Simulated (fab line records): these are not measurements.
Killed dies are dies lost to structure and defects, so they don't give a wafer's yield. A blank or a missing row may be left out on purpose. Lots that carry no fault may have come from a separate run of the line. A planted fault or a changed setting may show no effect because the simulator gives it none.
Chamber matching | flow n5 finfet | N5_ZERO_LAYER_PECVD_02 on pecvd-02: 3 sister chambers
The step deposits SiO2 from SiH4/N2O, target thk 10 nm, time 6 s. 22 wafers are shown with their chamber, then 11 later ones without.

WAFERS WITH THEIR CHAMBER
wafer  | chamber | showerhead plenum p Torr (Torr) | heater power w (W) | susceptor temp C (C)
L074.2 | 2       | 8.17                            | 773                | 399.73
L074.3 | 1       | 8.31                            | 736                | 400.16
L074.6 | 1       | 8.30                            | 741                | 400.19
L077.2 | 0       | 8.31                            | 907                | 399.82
L077.3 | 0       | 8.32                            | 893                | 400.20
L077.4 | 1       | 8.32                            | 661                | 399.91
L079.2 | 0       | 8.32                            | 898                | 399.77
L079.4 | 1       | 8.27                            | 647                | 400.08
L079.5 | 1       | 8.33                            | 649                | 400.06
L080.1 | 0       | 8.29                            | 820                | 400.07
L080.3 | 0       | 8.32                            | 793                | 400.03
L080.5 | 0       | 8.29                            | 820                | 400.10
L082.3 | 0       | 8.32                            | 801                | 399.94
L082.4 | 1       | 8.33                            | 648                | 399.96
L082.5 | 0       | 8.31                            | 813                | 400.08
L084.2 | 0       | 8.31                            | 884                | 400.10
L084.5 | 1       | 8.31                            | 634                | 399.83
L084.6 | 2       | 8.14                            | 826                | 399.78
L087.2 | 0       | 8.32                            | 850                | 399.32
L087.4 | 0       | 8.32                            | 882                | 399.51
L087.5 | 2       | 8.11                            | 733                | 399.81
L091.1 | 2       | 8.12                            | 825                | 400.21

SIGNATURES (means of the wafers above)
reading                  | chamber 0 | chamber 1 | chamber 2 | scatter within a chamber
showerhead plenum p Torr | 8.3118    | 8.3100    | 8.1350    | 0.0179
heater power w           | 851.00    | 673.71    | 789.25    | 43.9
susceptor temp C         | 399.9036  | 400.0271  | 399.8825  | 0.231
Rule: a wafer's distance from a chamber is the root of the sum, over the readings, of the square of ((its reading less the chamber's mean) divided by the reading's scatter). If the next closest chamber is less than 2 further off than the closest, the wafer can't be placed; otherwise it belongs to the closest. How the scatter is found: for the shown wafers, subtract from each reading the mean of its chamber, square and add these, divide the total by (wafers less chambers), then take the root.

WAFERS WITH NO CHAMBER GIVEN
wafer  | showerhead plenum p Torr (Torr) | heater power w (W) | susceptor temp C (C)
L091.4 | 8.12                            | 832                | 400.56
L091.5 | 8.32                            | 898                | 399.63
L094.1 | 8.33                            | 918                | 400.13
L094.4 | 8.31                            | 949                | 399.81
L094.5 | 8.12                            | 759                | 400.06
L095.2 | 8.11                            | 718                | 400.11
L095.4 | 8.12                            | 720                | 400.28
L095.6 | 8.32                            | 881                | 400.34
L096.1 | 8.15                            | 711                | 400.18
L096.5 | 8.34                            | 726                | 399.82
L096.6 | 8.14                            | 695                | 399.85

THE CHAMBER EACH PASSED THROUGH
wafer  | from the rows above     | in truth
L091.4 | 2                       | 2
L091.5 | 0                       | 0
L094.1 | 0                       | 0
L094.4 | 0                       | 0
L094.5 | 2                       | 2
L095.2 | 2                       | 2
L095.4 | 2                       | 2
L095.6 | 0                       | 0
L096.1 | 2                       | 2
L096.5 | can't be placed: 1 or 0 | 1
L096.6 | 2                       | 2
10 of 11 placed correctly. Can't be placed from these rows: 1 (the true chamber is among the candidates in 1). 0 placed wrongly.
